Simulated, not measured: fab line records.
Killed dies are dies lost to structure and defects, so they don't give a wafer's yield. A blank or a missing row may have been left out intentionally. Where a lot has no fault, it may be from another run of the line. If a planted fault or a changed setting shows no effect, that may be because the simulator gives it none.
Which tool was responsible? || flow n5Finfet || at 1 step of a route of 1938, 11 lots with 33 wafers sampled

== WHAT EACH GAUGE READ, for each wafer ==
N5_BEOL_M10_OCD_MEAS_38. Usual: trenchDepthNm at 148.2 nm, with a standard deviation of 2.6.
{"lot": "L447", "measured": "day 10 00:21", "on": "ocd-02", "trenchDepthNm (nm)": "147.3 150.8 147.3", "flag": ""}
{"lot": "L450", "measured": "day 11 06:56", "on": "ocd-01", "trenchDepthNm (nm)": "147.6 152.5 152.5", "flag": ""}
{"lot": "L451", "measured": "day 11 07:09", "on": "ocd-02", "trenchDepthNm (nm)": "149.8 150.1 145.8", "flag": ""}
{"lot": "L454", "measured": "day 12 00:40", "on": "ocd-02", "trenchDepthNm (nm)": "146.9 144.3 148.3", "flag": ""}
{"lot": "L453", "measured": "day 12 01:30", "on": "ocd-02", "trenchDepthNm (nm)": "149.6 148.6 148.8", "flag": ""}
{"lot": "L458", "measured": "day 13 10:44", "on": "ocd-02", "trenchDepthNm (nm)": "152.9 150.6 146.2", "flag": ""}
{"lot": "L462", "measured": "day 14 08:25", "on": "ocd-02", "trenchDepthNm (nm)": "147.8 151.5 146.5", "flag": ""}
{"lot": "L464", "measured": "day 14 18:56", "on": "ocd-01", "trenchDepthNm (nm)": "147.3 146.5 152.0", "flag": ""}
{"lot": "L468", "measured": "day 15 16:54", "on": "ocd-02", "trenchDepthNm (nm)": "147.3 145.3 148.0", "flag": ""}
{"lot": "L469", "measured": "day 15 17:17", "on": "ocd-01", "trenchDepthNm (nm)": "146.8 148.3 153.8", "flag": ""}
{"lot": "L470", "measured": "day 15 22:58", "on": "ocd-02", "trenchDepthNm (nm)": "152.9 153.3 147.4", "flag": ""}

== WHICH TOOL RAN EACH LOT (tool, then ch and the chambers of the sampled wafers, then the start) ==
Before these readings, the record contains no process step.

== WHAT THE TOOLS THEMSELVES READ (means of the sampled wafers that have a number; where no wafer has one, the mark that the record gives instead) ==
The record holds no such reading with a usual standard deviation.

== THE ANSWER, worked out from the rows above alone ==
Rule: a lot counts as off when the mean over its wafers that have a number is more than 3 standard deviations away from the usual mean. Also off: a lot with no number at a reading for which 4 or more lots have one. Where the step has rows for the other lots, those lots are counted as sound. The gauges are gone through in route order, then the tools' own readings, and for those a lot's mean is taken as printed above. The first step at which some lot is off is used, and at that step the reading that is off furthest; a lot without a number counts as furthest.
No lot is off at any reading shown: from this, nothing can be told.

== WHAT HAD BEEN PUT IN BY THE SIMULATOR ==
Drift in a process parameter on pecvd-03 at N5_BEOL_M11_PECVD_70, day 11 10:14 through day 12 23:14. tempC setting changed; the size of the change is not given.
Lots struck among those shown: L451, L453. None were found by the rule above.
